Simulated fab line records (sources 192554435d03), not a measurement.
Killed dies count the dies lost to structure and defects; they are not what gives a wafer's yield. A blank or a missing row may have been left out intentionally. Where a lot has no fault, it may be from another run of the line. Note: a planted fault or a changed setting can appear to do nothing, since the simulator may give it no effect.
Matching of chambers    flow n5Finfet    N5_DUMMY_GATE_DESCUM_20 on rieDiel-06 has 4 sister chambers
The step chemistry O2, time 6.2 s. 14 wafers are shown with their chamber, then 7 later ones without.

== WAFERS WITH THEIR CHAMBER ==
wafer   chamber  drypumpMotorCurrentA (A)  showerheadPlenumPTorr (Torr)  throttleValvePct (%)
L074.1  0        5.6                       2.19                          20.41
L074.5  1        5.4                       2.05                          20.55
L074.6  0        5.6                       2.19                          20.39
L082.1  0        5.6                       2.18                          20.42
L082.4  2        6.1                       2.12                          20.41
L082.5  0        5.6                       2.18                          20.43
L085.1  3        5.2                       2.21                          20.03
L085.3  2        6.1                       2.12                          20.43
L085.6  0        5.6                       2.18                          20.43
L087.1  3        5.2                       2.21                          20.03
L087.2  1        5.4                       2.04                          20.59
L087.5  3        5.2                       2.21                          20.04
L090.2  1        5.5                       2.04                          20.61
L090.5  2        6.1                       2.11                          20.44

SIGNATURES (means of the wafers above)
reading                chamber 0  chamber 1  chamber 2  chamber 3  scatter within a chamber
drypumpMotorCurrentA   5.600      5.433      6.100      5.200      0.0258
showerheadPlenumPTorr  2.1840     2.0433     2.1167     2.2100     0.00503
throttleValvePct       20.4160    20.5833    20.4267    20.0333    0.0188
Rule: for each reading, subtract the chamber's mean from the wafer's reading, divide by that reading's scatter and square the result; add these up over the readings and take the root, which gives the wafer's distance from the chamber. If the next closest chamber is less than 2 further off than the closest, the wafer can't be placed; otherwise it belongs to the closest. The scatter: the root of (the sum of the squares of (reading less its chamber's mean) over the shown wafers, divided by (wafers less chambers)).

== WAFERS WHOSE CHAMBER IS MISSING ==
wafer   drypumpMotorCurrentA (A)  showerheadPlenumPTorr (Torr)  throttleValvePct (%)
L090.6  5.2                       2.21                          20.02
L091.2  6.1                       2.11                          20.45
L091.5  5.6                       2.18                          20.43
L091.6  5.2                       2.21                          20.05
L094.3  5.5                       2.18                          20.46
L094.4  5.4                       2.04                          20.61
L094.5  6.1                       2.11                          20.44

== WHICH CHAMBER EACH ONE RAN IN ==
wafer   from the rows above  in truth
L090.6  3                    3
L091.2  2                    2
L091.5  0                    0
L091.6  3                    3
L094.3  0                    0
L094.4  1                    1
L094.5  2                    2
Placed correctly: 7 of 7. Not placeable from these rows: 0. 0 placed wrongly.
